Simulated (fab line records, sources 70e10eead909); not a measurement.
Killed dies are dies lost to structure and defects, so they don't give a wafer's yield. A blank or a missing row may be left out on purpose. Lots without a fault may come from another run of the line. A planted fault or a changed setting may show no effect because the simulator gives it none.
Which tool did it? | flow nand_harc | 23 lots, 69 wafers sampled, at 6 steps of a route of 1302

WHAT THE GAUGES READ, wafer by wafer
The record holds no reading of a measuring or inspecting step that can be judged against a usual standard deviation.

WHICH TOOL RAN EACH LOT (tool, then ch and the chambers of the sampled wafers, then the start)
lot  | NHARC_A_STAIRCASE_DEP_471       | NHARC_A_SLIT_STRIP_18                         | NHARC_A_WL_FILL_RTA_01           | NHARC_A_CONTACT_ETCH_102           | NHARC_A_CONTACT_STRIP_55                      | NHARC_A_CONTACT_DEP_58
L075 | pecvd-01 ch 0,1, day 19 15:35   | rie_diel-05 ch 0,1,2, day 20 22:23 or earlier | rtp_anneal-02 ch 0, day 20 22:23 | rie_diel-04 ch 1,2, day 22 04:48   | rie_diel-04 ch 1,2, day 22 09:25 or earlier   | pecvd-03 ch 0,1,2, day 22 09:25
L076 | pecvd-01 ch 0,2, day 19 23:29   | rie_diel-12 ch 1,2,3, day 21 02:23 or earlier | rtp_anneal-01 ch 0, day 21 02:23 | rie_diel-08 ch 1,2,3, day 22 04:53 | rie_diel-08 ch 1,2,3, day 22 12:32 or earlier | pecvd-02 ch 0,1, day 22 12:32
L074 | pecvd-02 ch 0,2, day 19 23:47   | rie_diel-12 ch 1,2,3, day 21 02:37 or earlier | rtp_anneal-01 ch 0, day 21 02:37 | rie_diel-08 ch 1,2,3, day 22 11:29 | rie_diel-08 ch 0,3, day 22 16:15 or earlier   | pecvd-04 ch 0,1, day 22 16:15
L077 | pecvd-02 ch 0,2, day 20 02:18   | rie_diel-05 ch 0,1, day 21 10:22 or earlier   | rtp_anneal-02 ch 0, day 21 10:22 | rie_diel-04 ch 0,1,3, day 22 15:29 | rie_diel-04 ch 1,3, day 22 19:26 or earlier   | pecvd-03 ch 0,1,2, day 22 19:26
L078 | pecvd-02 ch 0,1,2, day 20 02:39 | rie_diel-12 ch 1,2,3, day 21 10:13 or earlier | rtp_anneal-01 ch 0, day 21 10:13 | rie_diel-04 ch 1,2,3, day 22 15:47 | rie_diel-04 ch 0,2,3, day 22 19:40 or earlier | pecvd-04 ch 1,2, day 22 19:40
L080 | pecvd-01 ch 0,1,2, day 20 16:33 | rie_diel-12 ch 0,2,3, day 21 20:27 or earlier | rtp_anneal-01 ch 0, day 21 20:27 | rie_diel-04 ch 1,2,3, day 23 03:40 | rie_diel-04 ch 0,1,2, day 23 09:32 or earlier | pecvd-03 ch 0,1, day 23 09:32
L079 | pecvd-04 ch 0,1, day 21 03:46   | rie_diel-12 ch 0,1,2, day 22 07:56 or earlier | rtp_anneal-01 ch 0, day 22 07:56 | rie_diel-01 ch 0,1,3, day 23 13:34 | rie_diel-01 ch 0,1,3, day 23 17:31 or earlier | pecvd-03 ch 0,1,2, day 23 17:31
L084 | pecvd-01 ch 1,2, day 22 19:40   | rie_diel-07 ch 0,3, day 23 22:11 or earlier   | rtp_anneal-01 ch 0, day 23 22:11 | rie_diel-08 ch 0,2,3, day 25 03:29 | rie_diel-08 ch 0,2,3, day 25 07:24 or earlier | pecvd-02 ch 0,2, day 25 07:24
L082 | pecvd-02 ch 0,1,2, day 22 19:52 | rie_diel-05 ch 0,2,3, day 23 22:32 or earlier | rtp_anneal-01 ch 0, day 23 22:32 | rie_diel-08 ch 0,1,3, day 25 07:13 | rie_diel-08 ch 0,1,2, day 25 13:10 or earlier | pecvd-03 ch 1,2, day 25 13:10
L083 | pecvd-02 ch 0,2, day 23 00:34   | rie_diel-07 ch 0,1,2, day 24 04:02 or earlier | rtp_anneal-01 ch 0, day 24 04:02 | rie_diel-08 ch 0,2,3, day 25 15:32 | rie_diel-08 ch 0,1,3, day 25 19:29 or earlier | pecvd-03 ch 0,1,2, day 25 19:29
L081 | pecvd-04 ch 1,2, day 23 00:56   | rie_diel-12 ch 0,1,3, day 24 06:10 or earlier | rtp_anneal-02 ch 0, day 24 06:10 | rie_diel-04 ch 1,2,3, day 25 15:40 | rie_diel-04 ch 1,3, day 25 19:46 or earlier   | pecvd-04 ch 1,2, day 25 19:46
L086 | pecvd-04 ch 0,1,2, day 23 15:52 | rie_diel-05 ch 0,2,3, day 24 20:16 or earlier | rtp_anneal-02 ch 0, day 24 20:16 | rie_diel-04 ch 1,2, day 26 06:07   | rie_diel-04 ch 1,2, day 26 15:11 or earlier   | pecvd-03 ch 0,2, day 26 15:11
L085 | pecvd-04 ch 0,1,2, day 23 16:04 | rie_diel-12 ch 0,3, day 24 20:19 or earlier   | rtp_anneal-01 ch 0, day 24 20:19 | rie_diel-04 ch 1,2, day 26 02:23   | rie_diel-04 ch 1,2,3, day 26 06:28 or earlier | pecvd-04 ch 0,1, day 26 06:28
L088 | pecvd-04 ch 0,1, day 24 15:05   | rie_diel-07 ch 0,3, day 25 21:00 or earlier   | rtp_anneal-02 ch 0, day 25 21:00 | rie_diel-01 ch 0,1,3, day 27 05:24 | rie_diel-01 ch 0,2, day 27 09:22 or earlier   | pecvd-02 ch 0,1,2, day 27 09:22
L089 | pecvd-04 ch 0,1,2, day 24 22:01 | rie_diel-12 ch 1,2, day 26 05:13 or earlier   | rtp_anneal-01 ch 0, day 26 05:13 | rie_diel-04 ch 1,3, day 27 11:28   | rie_diel-04 ch 0,1, day 27 15:20 or earlier   | pecvd-02 ch 1,2, day 27 15:20
L087 | pecvd-01 ch 1,2, day 24 22:14   | rie_diel-05 ch 0,3, day 26 09:17 or earlier   | rtp_anneal-02 ch 0, day 26 09:17 | rie_diel-08 ch 0,2,3, day 27 16:03 | rie_diel-08 ch 0,1,3, day 27 20:23 or earlier | pecvd-02 ch 0,2, day 27 20:23
L091 | pecvd-01 ch 0,1,2, day 25 18:21 | rie_diel-12 ch 0,2,3, day 26 22:26 or earlier | rtp_anneal-01 ch 0, day 26 22:26 | rie_diel-01 ch 1,2,3, day 28 04:29 | rie_diel-01 ch 0,1,2, day 28 08:22 or earlier | pecvd-04 ch 0,1,2, day 28 08:22
L092 | pecvd-01 ch 1,2, day 25 18:35   | rie_diel-12 ch 0,2, day 27 06:49 or earlier   | rtp_anneal-01 ch 0, day 27 06:49 | rie_diel-04 ch 1,2,3, day 28 12:01 | rie_diel-04 ch 0,1,3, day 28 15:58 or earlier | pecvd-04 ch 0,1,2, day 28 15:58
L094 | pecvd-02 ch 1,2, day 26 17:01   | rie_diel-07 ch 0,1,3, day 27 19:28 or earlier | rtp_anneal-01 ch 0, day 27 19:28 | rie_diel-04 ch 1,2,3, day 29 02:26 | rie_diel-04 ch 1,2,3, day 29 08:56 or earlier | pecvd-02 ch 0,1,2, day 29 08:56
L093 | pecvd-04 ch 0,2, day 26 17:04   | rie_diel-05 ch 0,1,2, day 27 19:30 or earlier | rtp_anneal-02 ch 0, day 27 19:30 | rie_diel-04 ch 0,2, day 29 03:43   | rie_diel-04 ch 0,2,3, day 29 12:01 or earlier | pecvd-04 ch 0,2, day 29 12:01
L096 | pecvd-02 ch 0,1,2, day 28 03:11 | rie_diel-05 ch 0,3, day 29 14:14 or earlier   | rtp_anneal-02 ch 0, day 29 14:14 | rie_diel-08 ch 0,2, day 30 20:52   | rie_diel-08 ch 0,1,3, day 31 01:28 or earlier | pecvd-03 ch 0,1, day 31 01:28
L097 | pecvd-04 ch 0,1,2, day 28 03:21 | rie_diel-12 ch 0,3, day 29 09:56 or earlier   | rtp_anneal-02 ch 0, day 29 09:56 | rie_diel-08 ch 1,2, day 30 16:55   | rie_diel-08 ch 0,2,3, day 30 20:51 or earlier | pecvd-04 ch 1,2, day 30 20:51
L095 | pecvd-04 ch 0,1,2, day 29 00:09 | rie_diel-12 ch 0,1, day 30 03:32 or earlier   | rtp_anneal-02 ch 0, day 30 03:32 | rie_diel-01 ch 2,3, day 31 09:32   | rie_diel-01 ch 1,2, day 31 14:20 or earlier   | pecvd-02 ch 0,2, day 31 14:20
- NHARC_A_STAIRCASE_DEP_471: deposits SiO2, target thk 100 nm.
- NHARC_A_SLIT_STRIP_18: strips in O2.
- NHARC_A_WL_FILL_RTA_01: time 5 s.
- NHARC_A_CONTACT_ETCH_102: etches the open film in CF4/O2, target depth 100 nm, overetch 10 nm, time 55 s.
- NHARC_A_CONTACT_STRIP_55: strips in O2.
- NHARC_A_CONTACT_DEP_58: deposits SiON, target thk 90 nm.

WHAT THE TOOLS THEMSELVES READ (means of the sampled wafers that have a number; where no wafer has one, the mark that the record gives instead)
NHARC_A_STAIRCASE_DEP_471.
lot  | tool     | heater_power_w (W) | throttle_valve_pct (%)
L075 | pecvd-01 | 555                | 15.9
L076 | pecvd-01 | 541                | 15.7
L074 | pecvd-02 | 466                | 16.3
L077 | pecvd-02 | 457                | 16.1
L078 | pecvd-02 | 483                | 15.7
L080 | pecvd-01 | 547                | 15.6
L079 | pecvd-04 | 674                | 16.0
L084 | pecvd-01 | 612                | 15.4
L082 | pecvd-02 | 467                | 15.9
L083 | pecvd-02 | 459                | 16.4
L081 | pecvd-04 | 478                | 16.3
L086 | pecvd-04 | 630                | 16.2
L085 | pecvd-04 | 586                | 16.2
L088 | pecvd-04 | 614                | 16.1
L089 | pecvd-04 | 571                | 16.1
L087 | pecvd-01 | 452                | 15.7
L091 | pecvd-01 | 584                | 15.6
L092 | pecvd-01 | 554                | 15.7
L094 | pecvd-02 | 531                | 15.4
L093 | pecvd-04 | 657                | 16.4
L096 | pecvd-02 | 496                | 15.8
L097 | pecvd-04 | 547                | 16.5
L095 | pecvd-04 | 577                | 16.4

NHARC_A_SLIT_STRIP_18.
lot  | tool        | chamber_pressure_mTorr (mTorr) | drypump_motor_current_A (A) | oes_product_au (a.u.) | rf_vpp_V (V) | showerhead_plenum_p_Torr (Torr) | throttle_valve_pct (%)
L075 | rie_diel-05 | 59.95                          | 5.5                         | 0.998                 | 58.1         | 3.67                            | 17.037
L076 | rie_diel-12 | 60.04                          | 5.4                         | 1.012                 | 57.6         | 3.56                            | 17.039
L074 | rie_diel-12 | 60.03                          | 5.4                         | 1.003                 | 58.1         | 3.56                            | 17.039
L077 | rie_diel-05 | 59.99                          | 5.5                         | 1.000                 | 58.3         | 3.67                            | 17.042
L078 | rie_diel-12 | 60.00                          | 5.4                         | 1.008                 | 58.0         | 3.56                            | 17.034
L080 | rie_diel-12 | 60.03                          | 5.8                         | 1.010                 | 57.6         | 3.60                            | 17.038
L079 | rie_diel-12 | 60.01                          | 5.6                         | 1.005                 | 58.1         | 3.56                            | 17.044
L084 | rie_diel-07 | 59.99                          | 6.4                         | 0.997                 | 58.6         | 3.44                            | 17.034
L082 | rie_diel-05 | 59.99                          | 5.8                         | 0.997                 | 58.3         | 3.56                            | 17.040
L083 | rie_diel-07 | 60.01                          | 5.8                         | 1.004                 | 56.9         | 3.55                            | 17.031
L081 | rie_diel-12 | 59.99                          | 5.7                         | 1.005                 | 58.4         | 3.67                            | 17.035
L086 | rie_diel-05 | 59.97                          | 5.8                         | 1.004                 | 57.2         | 3.56                            | 17.035
L085 | rie_diel-12 | 59.97                          | 6.2                         | 1.007                 | 58.8         | 3.72                            | 17.035
L088 | rie_diel-07 | 59.99                          | 6.5                         | 0.998                 | 57.8         | 3.45                            | 17.043
L089 | rie_diel-12 | 60.00                          | 5.3                         | 1.002                 | 57.9         | 3.44                            | 17.038
L087 | rie_diel-05 | 60.00                          | 5.9                         | 1.001                 | 58.4         | 3.52                            | 17.037
L091 | rie_diel-12 | 60.03                          | 5.8                         | 1.009                 | 57.3         | 3.60                            | 17.050
L092 | rie_diel-12 | 60.00                          | 6.1                         | 1.005                 | 58.1         | 3.60                            | 17.046
L094 | rie_diel-07 | 59.99                          | 5.9                         | 0.996                 | 58.0         | 3.53                            | 17.033
L093 | rie_diel-05 | 60.02                          | 5.5                         | 1.003                 | 58.4         | 3.67                            | 17.046
L096 | rie_diel-05 | 60.02                          | 6.0                         | 0.991                 | 57.5         | 3.45                            | 17.035
L097 | rie_diel-12 | 60.00                          | 5.9                         | 1.005                 | 57.9         | 3.71                            | 17.041
L095 | rie_diel-12 | 59.95                          | 5.5                         | 1.002                 | 57.9         | 3.62                            | 17.040

NHARC_A_WL_FILL_RTA_01.
lot  | tool          | lamp_power_pct (%) | lamp_zone_5_pct (%) | wafer_temp_C_max
L075 | rtp_anneal-02 | 35.48              | 35.46               | 1005.4
L076 | rtp_anneal-01 | 35.45              | 35.47               | 1004.5
L074 | rtp_anneal-01 | 35.45              | 35.49               | 1004.0
L077 | rtp_anneal-02 | 35.43              | 35.41               | 1004.6
L078 | rtp_anneal-01 | 35.39              | 35.44               | 1003.8
L080 | rtp_anneal-01 | 35.43              | 35.46               | 1003.6
L079 | rtp_anneal-01 | 35.44              | 35.46               | 1004.6
L084 | rtp_anneal-01 | 35.37              | 35.41               | 1004.3
L082 | rtp_anneal-01 | 35.45              | 35.41               | 1003.5
L083 | rtp_anneal-01 | 35.42              | 35.42               | 1004.1
L081 | rtp_anneal-02 | 35.38              | 35.43               | 1004.5
L086 | rtp_anneal-02 | 35.44              | 35.42               | 1005.0
L085 | rtp_anneal-01 | 35.42              | 35.44               | 1004.2
L088 | rtp_anneal-02 | 35.45              | 35.45               | 1005.3
L089 | rtp_anneal-01 | 35.40              | 35.34               | 1004.7
L087 | rtp_anneal-02 | 35.43              | 35.46               | 1004.9
L091 | rtp_anneal-01 | 35.46              | 35.45               | 1004.3
L092 | rtp_anneal-01 | 35.46              | 35.43               | 1004.4
L094 | rtp_anneal-01 | 35.45              | 35.42               | 1004.2
L093 | rtp_anneal-02 | 35.42              | 35.46               | 1005.0
L096 | rtp_anneal-02 | 35.47              | 35.48               | 1004.5
L097 | rtp_anneal-02 | 35.43              | 35.41               | 1005.0
L095 | rtp_anneal-02 | 35.48              | 35.49               | 1004.5

NHARC_A_CONTACT_ETCH_102.
lot  | tool        | chamber_pressure_mTorr (mTorr) | drypump_motor_current_A (A) | oes_product_au (a.u.) | rf_vpp_V (V) | showerhead_plenum_p_Torr (Torr) | throttle_valve_pct (%)
L075 | rie_diel-04 | 30.005                         | 6.04                        | 1.001                 | 197.8        | 1.38                            | 13.391
L076 | rie_diel-08 | 30.009                         | 5.69                        | 1.008                 | 197.6        | 1.33                            | 13.392
L074 | rie_diel-08 | 29.994                         | 5.66                        | 0.996                 | 198.4        | 1.33                            | 13.407
L077 | rie_diel-04 | 30.016                         | 6.16                        | 0.999                 | 197.6        | 1.36                            | 13.391
L078 | rie_diel-04 | 30.003                         | 6.03                        | 1.012                 | 198.7        | 1.38                            | 13.405
L080 | rie_diel-04 | 29.974                         | 6.04                        | 1.011                 | 198.3        | 1.38                            | 13.396
L079 | rie_diel-01 | 30.006                         | 5.66                        | 0.999                 | 198.1        | 1.35                            | 13.396
L084 | rie_diel-08 | 30.008                         | 5.57                        | 1.018                 | 197.8        | 1.31                            | 13.403
L082 | rie_diel-08 | 29.999                         | 5.61                        | 1.012                 | 198.1        | 1.34                            | 13.409
L083 | rie_diel-08 | 30.024                         | 5.58                        | 1.018                 | 197.0        | 1.31                            | 13.396
L081 | rie_diel-04 | 30.029                         | 6.02                        | 1.003                 | 199.0        | 1.38                            | 13.397
L086 | rie_diel-04 | 29.980                         | 6.03                        | 0.999                 | 198.5        | 1.38                            | 13.405
L085 | rie_diel-04 | 30.007                         | 6.09                        | 1.002                 | 198.8        | 1.36                            | 13.391
L088 | rie_diel-01 | 29.996                         | 5.66                        | 1.003                 | 198.0        | 1.35                            | 13.404
L089 | rie_diel-04 | 29.981                         | 6.02                        | 1.004                 | 198.9        | 1.38                            | 13.389
L087 | rie_diel-08 | 30.011                         | 5.59                        | 1.015                 | 197.3        | 1.31                            | 13.398
L091 | rie_diel-01 | 30.008                         | 5.93                        | 1.000                 | 198.9        | 1.35                            | 13.404
L092 | rie_diel-04 | 30.001                         | 6.03                        | 0.993                 | 198.8        | 1.38                            | 13.389
L094 | rie_diel-04 | 30.002                         | 6.02                        | 0.999                 | 198.9        | 1.38                            | 13.399
L093 | rie_diel-04 | 30.009                         | 6.26                        | 0.995                 | 198.3        | 1.35                            | 13.400
L096 | rie_diel-08 | 30.012                         | 5.42                        | 1.024                 | 198.0        | 1.32                            | 13.394
L097 | rie_diel-08 | 29.993                         | 5.60                        | 0.997                 | 198.0        | 1.34                            | 13.393
L095 | rie_diel-01 | 30.002                         | 6.03                        | 1.002                 | 198.5        | 1.38                            | 13.402

NHARC_A_CONTACT_STRIP_55.
lot  | tool        | chamber_pressure_mTorr (mTorr) | drypump_motor_current_A (A) | oes_product_au (a.u.) | rf_vpp_V (V) | showerhead_plenum_p_Torr (Torr) | throttle_valve_pct (%)
L075 | rie_diel-04 | 60.05                          | 6.09                        | 1.004                 | 58.0         | 3.61                            | 17.026
L076 | rie_diel-08 | 60.03                          | 5.67                        | 1.006                 | 58.0         | 3.51                            | 17.032
L074 | rie_diel-08 | 59.97                          | 5.70                        | 1.005                 | 57.9         | 3.49                            | 17.030
L077 | rie_diel-04 | 59.99                          | 6.04                        | 1.008                 | 58.6         | 3.65                            | 17.039
L078 | rie_diel-04 | 59.95                          | 6.14                        | 0.994                 | 58.0         | 3.64                            | 17.036
L080 | rie_diel-04 | 59.98                          | 6.18                        | 0.997                 | 58.7         | 3.59                            | 17.032
L079 | rie_diel-01 | 59.99                          | 5.68                        | 1.000                 | 58.6         | 3.57                            | 17.031
L084 | rie_diel-08 | 59.99                          | 5.60                        | 1.008                 | 58.5         | 3.48                            | 17.037
L082 | rie_diel-08 | 59.95                          | 5.51                        | 1.014                 | 57.9         | 3.53                            | 17.042
L083 | rie_diel-08 | 59.98                          | 5.62                        | 1.011                 | 57.6         | 3.53                            | 17.039
L081 | rie_diel-04 | 60.05                          | 6.08                        | 0.996                 | 58.1         | 3.60                            | 17.041
L086 | rie_diel-04 | 59.97                          | 6.04                        | 0.996                 | 58.0         | 3.64                            | 17.038
L085 | rie_diel-04 | 59.95                          | 6.03                        | 0.995                 | 58.4         | 3.64                            | 17.025
L088 | rie_diel-01 | 60.00                          | 5.93                        | 1.007                 | 58.2         | 3.79                            | 17.032
L089 | rie_diel-04 | 59.97                          | 6.23                        | 1.008                 | 57.1         | 3.54                            | 17.037
L087 | rie_diel-08 | 60.01                          | 5.59                        | 1.005                 | 57.8         | 3.53                            | 17.037
L091 | rie_diel-01 | 60.01                          | 5.86                        | 1.005                 | 58.8         | 3.69                            | 17.034
L092 | rie_diel-04 | 60.03                          | 6.17                        | 1.005                 | 58.5         | 3.58                            | 17.044
L094 | rie_diel-04 | 60.01                          | 6.04                        | 0.995                 | 57.4         | 3.64                            | 17.039
L093 | rie_diel-04 | 59.99                          | 6.14                        | 1.000                 | 57.8         | 3.63                            | 17.038
L096 | rie_diel-08 | 59.94                          | 5.59                        | 1.011                 | 57.4         | 3.51                            | 17.032
L097 | rie_diel-08 | 59.93                          | 5.59                        | 1.019                 | 58.0         | 3.45                            | 17.031
L095 | rie_diel-01 | 60.02                          | 6.12                        | 1.011                 | 59.1         | 3.69                            | 17.040

NHARC_A_CONTACT_DEP_58.
lot  | tool     | heater_power_w (W)
L075 | pecvd-03 | 692
L076 | pecvd-02 | 650
L074 | pecvd-04 | 932
L077 | pecvd-03 | 661
L078 | pecvd-04 | 798
L080 | pecvd-03 | 740
L079 | pecvd-03 | 661
L084 | pecvd-02 | 632
L082 | pecvd-03 | 685
L083 | pecvd-03 | 701
L081 | pecvd-04 | 739
L086 | pecvd-03 | 632
L085 | pecvd-04 | 933
L088 | pecvd-02 | 698
L089 | pecvd-02 | 728
L087 | pecvd-02 | 691
L091 | pecvd-04 | 738
L092 | pecvd-04 | 799
L094 | pecvd-02 | 673
L093 | pecvd-04 | 787
L096 | pecvd-03 | 668
L097 | pecvd-04 | 759
L095 | pecvd-02 | 627

THE ANSWER, worked out from the rows above alone
Rule: what is usual is taken from the lots themselves. Put in order of their means at a reading, lots are off if they are a third of the lots or fewer, leave a main group of 4 or more, and stand apart from it by a gap of 3 or more times the standard deviation of the main group's means; of several such gaps the widest counts. A main group whose means are all the same, to the digits that the tables above print for the reading, isn't used. A lot without any number at a reading at which 4 lots or more have one is off too. The other lots that the step has rows for count as sound. The gauges are gone through in route order, then the tools' own readings, and for those a lot's mean is taken as printed above. The first step at which some lot is off is used, and at that step the reading that is off furthest; a lot without a number counts as furthest.
No lot is off at any reading shown: from this, nothing can be told.

WHAT THE SIMULATOR HAD PUT IN
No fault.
